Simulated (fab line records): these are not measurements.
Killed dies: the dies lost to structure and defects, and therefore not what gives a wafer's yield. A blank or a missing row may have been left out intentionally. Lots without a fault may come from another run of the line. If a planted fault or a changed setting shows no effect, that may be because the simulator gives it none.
fab line records	flow n5-finfet
record lots=7	wafers=21
route steps=1938 shown BEOL_M7@1293 BEOL_M8@1343 BEOL_M9@1431 BEOL_M10@1470 BEOL_M11@1578
start-h: the number of hours between the record's first day and the start of the first shown wafer of the lot	wait-h: hours since the lot's step before	" repeats the value in the row above	L1.1+2: one row covering several wafers at once	- no value present, or no start provided	* or withheld: withheld	< > ~ a bound
route shown NAME@n: NAME is a module with steps in the file, n the number in the route of the first one	usual: the fault-free wafers' mean and standard deviation	same: alike in all rows	chamber/n: place in a boat	sites: the reading at each site	_std_site: the standard deviation of these	_edge_site: outer sites' mean less inner sites'	radius-mm: how far each site lies from the wafer's centre	mask NAME#n: copy n	behind: the last tool/chamber to shape the wafer	hold: reason for holding the lot/hours on hold/outcome of the hold	device: whichever transistor did not switch (one of n, p or np)	end of line: the route-end tests of the same wafers	a step without rows: its recipe alone	killed: count of dies lost to structure and defects at first sort (not the wafer's yield)	map: per-die view of a wafer (x killed, . not killed, _ where there is no die)
set.NAME: setting as actually run; set.NAME@STEP: the setting as run at that earlier step	model.NAME: the simulator's own value behind a step, which no gauge read
lots where settings were altered on purpose, with a table for each step and a row for each wafer
## steps
# step N5_BEOL_M7_EXPOSE_25
# recipe mask-id=V6	na=0.33	source-shape=annular	sigma-inner=0.4	sigma-outer=0.8	polarization=unpolarized	target-cd-nm=40	dose-mj=42.5
lot.wafer	tool	chamber	start-h	wait-h	mask	set.dose-mj
L074.2+3+4	euv-scanner-01	0	204.08	-	V6#0	42.5
L076.1+5	euv-scanner-01	0	210.93	-	V6#0	42.5
L076.2	"	0	"	"	V6#0	40.74
L084.3+6	euv-scanner-01	0	260.46	-	V6#0	45.17
L084.5	"	0	"	"	V6#0	42.5
L085.1+5+6	euv-scanner-01	0	273.57	-	V6#0	42.5
L093.2+4	euv-scanner-02	0	308.92	-	V6#0	41.7
L093.3	"	0	"	"	V6#0	42.5
L092.1+2+3	euv-scanner-02	0	308.99	-	V6#0	42.5
L091.1+5+6	euv-scanner-02	0	349.15	-	V6#0	42.5
# step N5_BEOL_M7_PEB_26
# recipe peb-temp-c=100	peb-time-s=60	resist=CAR-EUV
# step N5_BEOL_M7_DEVELOP_27
# recipe develop-time-s=30	developer=TMAH	resist=CAR-EUV	rinse-liquid=surfactant-rinse	dry=air-spin	dev-temp-c=23
# step N5_BEOL_M7_CD_MEAS_28
# recipe target-cd-nm=40	landing-energy-ev=500	detector=se-inlens
# usual cd-nm=40.04/0.24
lot.wafer	tool	chamber	start-h	wait-h	set.dose-mj@BEOL_M7_EXPOSE_25	cd-nm
L074.2	cd-sem-03	0	204.21	-	42.5	40.33
L074.3	"	0	"	"	42.5	40.11
L074.4	"	0	"	"	42.5	40.56
L076.1	cd-sem-01	0	211.06	-	42.5	40.14
L076.2	"	0	"	"	40.74	39.10
L076.5	"	0	"	"	42.5	39.85
L084.3	cd-sem-03	0	260.58	-	45.17	40.93
L084.5	"	0	"	"	42.5	40.11
L084.6	"	0	"	"	45.17	40.93
L085.1	cd-sem-01	0	273.70	-	42.5	40.14
L085.5	"	0	"	"	42.5	40.28
L085.6	"	0	"	"	42.5	40.15
L093.2	cd-sem-02	0	309.05	-	41.7	39.28
L093.3	"	0	"	"	42.5	39.74
L093.4	"	0	"	"	41.7	39.17
L092.1	cd-sem-02	0	309.13	-	42.5	39.64
L092.2	"	0	"	"	42.5	40.04
L092.3	"	0	"	"	42.5	39.92
L091.1	cd-sem-02	0	349.28	-	42.5	40.48
L091.5	"	0	"	"	42.5	40.42
L091.6	"	0	"	"	42.5	40.36
# step N5_BEOL_M7_DESCUM_33
# recipe chemistry=O2	time-s=7	source-power-w=50	bias-power-w=20	pressure-mtorr=20	rf-frequency-hz=2.712e+07	temp-c=40	resist=CAR-EUV	o2-flow-sccm=225
lot.wafer	tool	chamber	start-h	wait-h	set.dose-mj@BEOL_M7_EXPOSE_25	model.BEOL_M7.cd-nm
L074.2+3	rie-diel-03	0,2	204.45	0.2	42.5	40.2
L074.4	"	2	"	"	42.5	40
L076.1+5	rie-diel-03	2,1	211.37	0.2	42.5	40.2
L076.2	"	3	"	"	40.74	39
L084.3+6	rie-diel-03	3	260.70	0.0	45.17	41.2
L084.5	"	0	"	"	42.5	40
L085.1+5+6	rie-diel-06	1,0,1	274.46	0.7	42.5	40.2
L093.2	rie-diel-03	0	309.17	0.0	41.7	39.2
L093.3	"	1	"	"	42.5	39.8
L093.4	"	0	"	"	41.7	39.4
L092.1	rie-diel-03	3	309.57	0.4	42.5	39.8
L092.2+3	"	0,1	"	"	42.5	40
L091.1+5	rie-diel-03	0	349.42	0.1	42.5	40.4
L091.6	"	1	"	"	42.5	40.6
# step N5_BEOL_M7_ETCH_72
# recipe chemistry=N2/H2	target=underlayer	target-depth-a=65	mask-material=CAR-EUV	time-s=5.2	ion-energy-ev=200	pressure-mtorr=30	source-w=840	bias-w=150	n2-flow-sccm=200	h2-flow-sccm=200	ends=cleared
lot.wafer	tool	chamber	start-h	wait-h	set.dose-mj@BEOL_M7_EXPOSE_25	model.BEOL_M7.cd-nm
L074.2	rie-diel-03	0	204.49	0.0	42.5	40.2
L074.3	"	2	"	"	42.5	40.4
L074.4	"	2	"	"	42.5	40
L076.1+5	rie-diel-03	2,1	211.41	0.0	42.5	40
L076.2	"	3	"	"	40.74	39
L084.3+6	rie-diel-03	3	260.74	0.0	45.17	41.2
L084.5	"	0	"	"	42.5	40
L085.1+6	rie-diel-06	1	274.49	0.0	42.5	40.2
L085.5	"	0	"	"	42.5	40.4
L093.2	rie-diel-03	0	309.20	0.0	41.7	39.2
L093.3	"	1	"	"	42.5	39.6
L093.4	"	0	"	"	41.7	39.4
L092.1+3	rie-diel-03	3,1	309.60	0.0	42.5	39.8
L092.2	"	0	"	"	42.5	40
L091.1+5	rie-diel-03	0	349.46	0.0	42.5	40.4
L091.6	"	1	"	"	42.5	40.6
# step N5_BEOL_M7_ETCH_65
# recipe chemistry=CF4	target=SiARC	target-depth-a=156	mask-material=CAR-EUV	time-s=26	ion-energy-ev=80	pressure-mtorr=40	source-w=545	bias-w=36	Ar_flow_sccm=100	cf4-flow-sccm=100	ends=cleared
lot.wafer	tool	chamber	start-h	wait-h	set.dose-mj@BEOL_M7_EXPOSE_25	model.BEOL_M7.cd-nm
L074.2	rie-diel-03	0	204.50	0.0	42.5	40.2
L074.3	"	2	"	"	42.5	40.4
L074.4	"	2	"	"	42.5	40
L076.1+5	rie-diel-03	2,1	211.42	0.0	42.5	40
L076.2	"	3	"	"	40.74	39
L084.3+6	rie-diel-03	3	260.75	0.0	45.17	41.2
L084.5	"	0	"	"	42.5	40.2
L085.1+5	rie-diel-06	1,0	274.51	0.0	42.5	40.2
L085.6	"	1	"	"	42.5	40
L093.2+4	rie-diel-03	0	309.22	0.0	41.7	39.2
L093.3	"	1	"	"	42.5	39.8
L092.1+3	rie-diel-03	3,1	309.62	0.0	42.5	39.8
L092.2	"	0	"	"	42.5	40
L091.1+5	rie-diel-03	0	349.48	0.0	42.5	40.2
L091.6	"	1	"	"	42.5	40.6
# step N5_BEOL_M8_PEB_09
# recipe peb-temp-c=withheld	peb-time-s=60	resist=CAR-ArF
lot.wafer	tool	chamber	start-h	wait-h	set.peb-time-s
L074.2	litho-track-03	0	209.69	0.0	50.85
L074.3+4	"	0	"	"	60
L076.1+2+5	litho-track-03	0	218.17	0.1	60
L084.3+5+6	litho-track-03	0	266.63	0.0	60
L085.1+5+6	litho-track-01	0	280.61	0.1	60
L093.2+3	litho-track-02	0	314.21	0.0	60
L093.4	"	0	"	"	65.91
L092.1+3	litho-track-02	0	314.65	0.1	68.35
L092.2	"	0	"	"	60
L091.1+6	litho-track-01	0	355.41	0.1	65.89
L091.5	"	0	"	"	60
# step N5_BEOL_M8_DEVELOP_10
# recipe develop-time-s=30	developer=TMAH	resist=CAR-ArF	rinse-liquid=diw	dry=air-spin	dev-temp-c=23
# step N5_BEOL_M8_CD_MEAS_11
# recipe target-cd-nm=38.5	landing-energy-ev=500	detector=se-inlens	polarity=opening
# usual cd-nm=38.7/0.53
lot.wafer	tool	chamber	start-h	wait-h	set.peb-time-s@BEOL_M8_PEB_09	cd-nm
L074.2	cd-sem-01	0	209.75	-	50.85	34.0
L074.3	"	0	"	"	60	39.2
L074.4	"	0	"	"	60	36.9
L076.1	cd-sem-01	0	218.24	-	60	38.9
L076.2	"	0	"	"	60	36.3
L076.5	"	0	"	"	60	37.5
L084.3	cd-sem-03	0	266.70	-	60	38.4
L084.5	"	0	"	"	60	36.5
L084.6	"	0	"	"	60	36.5
L085.1	cd-sem-03	0	280.68	-	60	38.4
L085.5	"	0	"	"	60	38.7
L085.6	"	0	"	"	60	38.1
L093.2	cd-sem-03	0	314.28	-	60	36.1
L093.3	"	0	"	"	60	36.7
L093.4	"	0	"	"	65.91	40.2
L092.1	cd-sem-01	0	314.72	-	68.35	42.1
L092.2	"	0	"	"	60	38.5
L092.3	"	0	"	"	68.35	41.9
L091.1	cd-sem-01	0	355.48	-	65.89	41.1
L091.5	"	0	"	"	60	39.2
L091.6	"	0	"	"	65.89	41.2
# step N5_BEOL_M8_DESCUM_16
# recipe chemistry=O2	time-s=7.9	source-power-w=50	bias-power-w=20	pressure-mtorr=20	rf-frequency-hz=2.712e+07	temp-c=40	resist=CAR-ArF	o2-flow-sccm=225
# step N5_BEOL_M8_ETCH_61
# recipe chemistry=CF4	target=SiARC	target-depth-a=455	mask-material=CAR-ArF	time-s=75.8	ion-energy-ev=80	pressure-mtorr=40	source-w=545	bias-w=36	Ar_flow_sccm=100	cf4-flow-sccm=100	ends=cleared
lot.wafer	tool	chamber	start-h	wait-h	set.peb-time-s@BEOL_M8_PEB_09	model.BEOL_M8.cd-offset-nm
L074.2	rie-diel-02	1	209.88	0.0	50.85	-3.8
L074.3	"	2	"	"	60	0.4
L074.4	"	3	"	"	60	-1.6
L076.1	rie-diel-04	1	218.41	0.0	60	0.4
L076.2	"	3	"	"	60	-1.8
L076.5	"	0	"	"	60	-0.8
L084.3	rie-diel-04	2	267.23	0.0	60	0.2
L084.5	"	0	"	"	60	-2
L084.6	"	1	"	"	60	-1.8
L085.1+6	rie-diel-02	1	280.81	0.0	60	0.2
L085.5	"	2	"	"	60	0.4
L093.2	rie-diel-02	2	314.40	0.0	60	-2.4
L093.3	"	0	"	"	60	-1.4
L093.4	"	3	"	"	65.91	1.8
L092.1	rie-diel-04	2	314.84	0.0	68.35	3.8
L092.2	"	3	"	"	60	0
L092.3	"	1	"	"	68.35	3.4
L091.1	rie-diel-02	2	355.63	0.0	65.89	2.6
L091.5	"	1	"	"	60	1
L091.6	"	0	"	"	65.89	3
# step N5_BEOL_M9_EXPOSE_25
# recipe mask-id=V8	na=0.33	source-shape=annular	sigma-inner=0.4	sigma-outer=0.8	polarization=unpolarized	dose-mj=37.25
lot.wafer	tool	chamber	start-h	wait-h	mask	set.dose-mj
L074.2+4	euv-scanner-01	0	218.17	-	V8#0	39.47
L074.3	"	0	"	"	V8#0	37.25
L076.1	euv-scanner-02	0	227.45	-	V8#0	34.66
L076.2+5	"	0	"	"	V8#0	37.25
L084.3+5	euv-scanner-01	0	277.03	-	V8#0	38
L084.6	"	0	"	"	V8#0	37.25
L085.1+5+6	euv-scanner-01	0	288.96	-	V8#0	37.25
L093.2+3	euv-scanner-01	0	325.39	-	V8#0	35.24
L093.4	"	0	"	"	V8#0	37.25
L092.1+2+3	euv-scanner-02	0	325.56	-	V8#0	36.27
L091.1+6	euv-scanner-02	0	364.18	-	V8#0	37.25
L091.5	"	0	"	"	V8#0	38.26
# step N5_BEOL_M9_PEB_26
# recipe peb-temp-c=100	peb-time-s=60	resist=CAR-EUV
# step N5_BEOL_M9_DEVELOP_27
# recipe develop-time-s=30	developer=TMAH	resist=CAR-EUV	rinse-liquid=surfactant-rinse	dry=air-spin	dev-temp-c=23
# step N5_BEOL_M9_CD_MEAS_28
# recipe target-cd-nm=70	landing-energy-ev=500	detector=se-inlens	polarity=opening
# usual cd-nm=69.92/0.24
lot.wafer	tool	chamber	start-h	wait-h	set.dose-mj@BEOL_M9_EXPOSE_25	cd-nm
L074.2	cd-sem-01	0	218.30	-	39.47	71.79
L074.3	"	0	"	"	37.25	70.06
L074.4	"	0	"	"	39.47	71.74
L076.1	cd-sem-03	0	227.58	-	34.66	68.09
L076.2	"	0	"	"	37.25	69.56
L076.5	"	0	"	"	37.25	69.70
L084.3	cd-sem-02	0	277.15	-	38	70.18
L084.5	"	0	"	"	38	70.31
L084.6	"	0	"	"	37.25	70.25
L085.1	cd-sem-03	0	289.09	-	37.25	70.26
L085.5	"	0	"	"	37.25	69.88
L085.6	"	0	"	"	37.25	69.54
L093.2	cd-sem-03	0	325.51	-	35.24	68.38
L093.3	"	0	"	"	35.24	68.30
L093.4	"	0	"	"	37.25	69.90
L092.1	cd-sem-01	0	325.69	-	36.27	69.31
L092.2	"	0	"	"	36.27	69.10
L092.3	"	0	"	"	36.27	69.18
L091.1	cd-sem-02	0	364.31	-	37.25	69.78
L091.5	"	0	"	"	38.26	70.74
L091.6	"	0	"	"	37.25	69.77
# step N5_BEOL_M9_ETCH_65
# recipe chemistry=CF4	target=SiARC	target-depth-a=156	mask-material=CAR-EUV	time-s=26	ion-energy-ev=80	pressure-mtorr=40	source-w=545	bias-w=36	Ar_flow_sccm=100	cf4-flow-sccm=100	ends=cleared
# usual rf-vpp-V=184.3/1.2
lot.wafer	tool	chamber	start-h	wait-h	set.bias-w	rf-vpp-V
L074.2	rie-diel-06	3	218.47	0.0	36	182.4
L074.3	"	1	"	"	31.56	171.2
L074.4	"	3	"	"	31.56	168.6
L076.1	rie-diel-05	0	227.75	0.0	36	187.3
L076.2	"	1	"	"	36	182.5
L076.5	"	3	"	"	41.47	203.1
L084.3	rie-diel-06	3	278.39	0.0	36	183.9
L084.5	"	2	"	"	39.67	196.5
L084.6	"	3	"	"	36	183.0
L085.1	rie-diel-06	0	289.31	0.0	36	185.1
L085.5	"	1	"	"	36	185.4
L085.6	"	2	"	"	36	184.7
L093.2	rie-diel-03	3	326.17	0.0	33.97	177.1
L093.3	"	1	"	"	36	184.6
L093.4	"	0	"	"	36	183.8
L092.1	rie-diel-06	3	326.82	0.0	41.21	201.3
L092.2	"	0	"	"	41.21	199.6
L092.3	"	2	"	"	36	185.9
L091.1	rie-diel-06	1	364.49	0.0	36	186.2
L091.5	"	2	"	"	36	185.6
L091.6	"	3	"	"	32.22	169.0
# step N5_BEOL_M10_ILD_DEP_00
# recipe material=SiCOH_lowk	target-thk-a=3085.1	temp-c=300	precursor=DEMS/porogen	pressure-torr=5	rf-w=500	time-s=58
lot.wafer	tool	chamber	start-h	wait-h	set.time-s	model.SiCOH_lowk_of_BEOL_M10_ILD_DEP_00.thk-nm
L074.2	pecvd-04	1	221.36	0.0	58	311.6
L074.3	"	2	"	"	51.69	277.8
L074.4	"	0	"	"	51.69	280.8
L076.1	pecvd-04	0	231.15	0.0	58	308.6
L076.2	"	2	"	"	58	308.8
L076.5	"	1	"	"	61.7	333.8
L084.3	pecvd-01	2	282.10	0.0	58	309.8
L084.5	"	1	"	"	62.36	336.8
L084.6	"	2	"	"	58	314
L085.1	pecvd-01	2	292.31	0.0	58	304.2
L085.5	"	1	"	"	58	312
L085.6	"	0	"	"	58	313.2
L093.2	pecvd-01	2	329.51	0.0	58	306.8
L093.3	"	0	"	"	64.77	340.4
L093.4	"	1	"	"	58	308
L092.1	pecvd-04	0	329.59	0.0	50.98	274
L092.2	"	2	"	"	58	311.2
L092.3	"	1	"	"	58	305.2
L091.1	pecvd-02	2	369.18	0.0	58	301
L091.5	"	0	"	"	58	307.2
L091.6	"	1	"	"	58	308.8
# step N5_BEOL_M10_CURE_71
# recipe temp-c=385	time-s=240	ambient=He/Ar	material=SiCOH_lowk
lot.wafer	tool	chamber	start-h	wait-h	set.time-s@BEOL_M10_ILD_DEP_00	model.SiCOH_lowk_of_BEOL_M10_ILD_DEP_00.thk-nm
L074.2	uv-cure-03	2	221.52	0.1	58	270.6
L074.3	"	2	"	"	51.69	241
L074.4	"	2	"	"	51.69	243.6
L076.1	uv-cure-02	0	231.22	0.0	58	268
L076.2	"	0	"	"	58	268.4
L076.5	"	0	"	"	61.7	290.4
L084.3	uv-cure-02	2	282.33	0.2	58	269.2
L084.5	"	2	"	"	62.36	293.2
L084.6	"	2	"	"	58	272.8
L085.1	uv-cure-01	0	292.39	0.0	58	264.2
L085.5	"	0	"	"	58	271
L085.6	"	0	"	"	58	272.2
L092.1	uv-cure-02	2	329.67	0.0	50.98	237.6
L092.2	"	2	"	"	58	270.4
L092.3	"	2	"	"	58	265.2
L093.2	uv-cure-03	1	329.67	0.1	58	266.4
L093.3	"	1	"	"	64.77	296.2
L093.4	"	1	"	"	58	267.6
L091.1	uv-cure-01	1	369.26	0.0	58	261.4
L091.5	"	1	"	"	58	266.8
L091.6	"	1	"	"	58	268.2
# step N5_BEOL_M10_THK_MEAS_01
# recipe reads=SiCOH_lowk_of_BEOL_M10_ILD_DEP_00
# usual M10_ILD_THK=269/3.8
lot.wafer	tool	chamber	start-h	wait-h	set.time-s@BEOL_M10_ILD_DEP_00	M10_ILD_THK[nm]
L074.2	film-metro-01	-	221.95	0.4	58	271
L074.3	"	-	"	"	51.69	241
L074.4	"	-	"	"	51.69	243
L076.1	film-metro-02	-	231.74	0.4	58	268
L076.2	"	-	"	"	58	268
L076.5	"	-	"	"	61.7	290
L084.3	film-metro-01	-	282.69	0.3	58	269
L084.5	"	-	"	"	62.36	293
L084.6	"	-	"	"	58	273
L085.1	film-metro-02	-	292.90	0.4	58	264
L085.5	"	-	"	"	58	271
L085.6	"	-	"	"	58	272
L093.2	film-metro-02	-	330.10	0.4	58	267
L093.3	"	-	"	"	64.77	296
L093.4	"	-	"	"	58	268
L092.1	film-metro-01	-	330.18	0.4	50.98	238
L092.2	"	-	"	"	58	271
L092.3	"	-	"	"	58	265
L091.1	film-metro-02	-	369.77	0.4	58	261
L091.5	"	-	"	"	58	267
L091.6	"	-	"	"	58	269
# step N5_BEOL_M11_TRENCH_ETCH_37
# recipe chemistry=C4F6/O2	target-depth-a=1488.3	target=SiCOH_lowk	time-s=48	ion-energy-ev=250	pressure-mtorr=30	source-w=345	bias-w=185	Ar_flow_sccm=300	C4F6_flow_sccm=10	O2_flow_sccm=10
lot.wafer	tool	chamber	start-h	wait-h	set.time-s	model.BEOL_M11.feature-depth-nm	model.etch.depth-nm	model.TiN_of_BEOL_M11_HM_DEP_02.thk-nm
L074.2	rie-diel-05	2	-	-	48	152.6	152.6	15.8
L074.3	"	3	"	"	48	154.2	154.3	15.6
L074.4	"	0	"	"	48	148.4	148.5	15.8
L076.1	rie-diel-05	2	-	-	54.86	175	174.9	15
L076.2	"	3	"	"	48	153.2	153.1	15.4
L076.5	"	3	"	"	54.86	175.4	175.5	15
L084.3	rie-diel-06	2	-	-	48	153.8	153.9	15.8
L084.5	"	0	"	"	44.91	139.8	139.8	16.2
L084.6	"	1	"	"	44.91	137.8	137.8	16.2
L085.1	rie-diel-03	0	-	-	48	148.4	148.4	15.8
L085.5	"	1	"	"	48	144.6	144.6	16
L085.6	"	0	"	"	48	148	148.1	16
L093.2	rie-diel-06	1	-	-	48	145	145	16.2
L093.3	"	2	"	"	48	152.2	152.1	16
L093.4	"	0	"	"	48	149	148.9	16
L092.1+3	rie-diel-06	3,1	-	-	37.76	113.4	113.4	16.8
L092.2	"	2	"	"	48	152.6	152.5	15.8
L091.1	rie-diel-05	3	-	-	48	152.4	152.4	16
L091.5	"	0	"	"	48	149	149	16
L091.6	"	1	"	"	48	147.8	147.8	16
## key
split step=N5_BEOL_M7_EXPOSE_25	setting=dose-mj	stated=42.5	by=wafer
response step=N5_BEOL_M7_CD_MEAS_28	reading=cd-nm	change=+0.164	per=1%	r=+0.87
response step=N5_BEOL_M7_DESCUM_33	reading=model.BEOL_M7.cd-nm	change=+0.224	per=1%	r=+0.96
response step=N5_BEOL_M7_ETCH_72	reading=model.BEOL_M7.cd-nm	change=+0.204	per=1%	r=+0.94
response step=N5_BEOL_M7_ETCH_65	reading=model.BEOL_M7.cd-nm	change=+0.192	per=1%	r=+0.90
split step=N5_BEOL_M8_PEB_09	setting=peb-time-s	stated=60	by=wafer
response step=N5_BEOL_M8_CD_MEAS_11	reading=cd-nm	change=+0.27	per=1%	r=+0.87
response step=N5_BEOL_M8_ETCH_61	reading=model.BEOL_M8.cd-offset-nm	change=+0.247	per=1%	r=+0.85
split step=N5_BEOL_M9_EXPOSE_25	setting=dose-mj	stated=37.25	by=wafer
response step=N5_BEOL_M9_CD_MEAS_28	reading=cd-nm	change=+0.257	per=1%	r=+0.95
split step=N5_BEOL_M9_ETCH_65	setting=bias-w	stated=36	by=wafer
response step=N5_BEOL_M9_ETCH_65	reading=rf-vpp-V	change=+1.18	per=1%	r=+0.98
split step=N5_BEOL_M10_ILD_DEP_00	setting=time-s	stated=58	by=wafer
response step=N5_BEOL_M10_ILD_DEP_00	reading=model.SiCOH_lowk_of_BEOL_M10_ILD_DEP_00.thk-nm	change=+3.01	per=1%	r=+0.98
response step=N5_BEOL_M10_CURE_71	reading=model.SiCOH_lowk_of_BEOL_M10_ILD_DEP_00.thk-nm	change=+2.65	per=1%	r=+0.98
response step=N5_BEOL_M10_THK_MEAS_01	reading=M10_ILD_THK	change=+2.64	per=1%	r=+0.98
split step=N5_BEOL_M11_TRENCH_ETCH_37	setting=time-s	stated=48	by=wafer
response step=N5_BEOL_M11_TRENCH_ETCH_37	reading=model.BEOL_M11.feature-depth-nm	change=+1.78	per=1%	r=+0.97
response step=N5_BEOL_M11_TRENCH_ETCH_37	reading=model.etch.depth-nm	change=+1.78	per=1%	r=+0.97
response step=N5_BEOL_M11_TRENCH_ETCH_37	reading=model.TiN_of_BEOL_M11_HM_DEP_02.thk-nm	change=-0.0423	per=1%	r=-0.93
